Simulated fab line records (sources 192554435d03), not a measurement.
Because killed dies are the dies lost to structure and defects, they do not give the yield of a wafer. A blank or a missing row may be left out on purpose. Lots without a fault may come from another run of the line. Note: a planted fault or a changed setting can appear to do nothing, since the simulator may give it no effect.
Chamber matching ; flow n5_finfet ; N5_FIN_SAQP_HM_OPEN_33 on rie_diel-06: 4 sister chambers
The step chemistry CH3F/O2, target SiNx, target depth 49.4 nm, time 70.6 s. 4 wafers are shown with their chamber, then 8 later ones without.

WAFERS, EACH WITH ITS CHAMBER
wafer;chamber;showerhead_plenum_p_Torr (Torr)
L079.3;1;2.05
L081.4;3;1.99
L090.5;0;1.96
L092.2;2;1.96

WAFERS WHOSE CHAMBER IS MISSING
wafer;showerhead_plenum_p_Torr (Torr)
L092.3;1.96
L092.6;1.96
L095.3;1.96
L095.5;2.04
L095.6;1.96
L096.3;1.96
L096.4;2.04
L096.5;1.98

CHAMBER TAKEN BY EACH
wafer;from the rows above;in truth
L092.3;can't be placed: 0 or 2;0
L092.6;can't be placed: 0 or 2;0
L095.3;can't be placed: 0 or 2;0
L095.5;1;1
L095.6;can't be placed: 0 or 2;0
L096.3;can't be placed: 0 or 2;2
L096.4;1;1
L096.5;can't be placed: 3 or 0 or 2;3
2 of 8 placed correctly. These rows do not allow placing 6 (true chamber among the candidates in 6). Number placed wrongly: 0.
How it was worked out, from the rows above alone: a wafer's distance from a chamber is the root of the sum, over the readings, of the square of ((its reading less the chamber's mean) divided by the reading's scatter). If the next closest chamber is less than 2 further off than the closest, the wafer can't be placed; otherwise it belongs to the closest. The mean given for a chamber averages the wafers shown for that chamber. The scatter: with one shown wafer a chamber, the root of the mean of the squares of how far each hidden wafer lies from its nearest shown one.
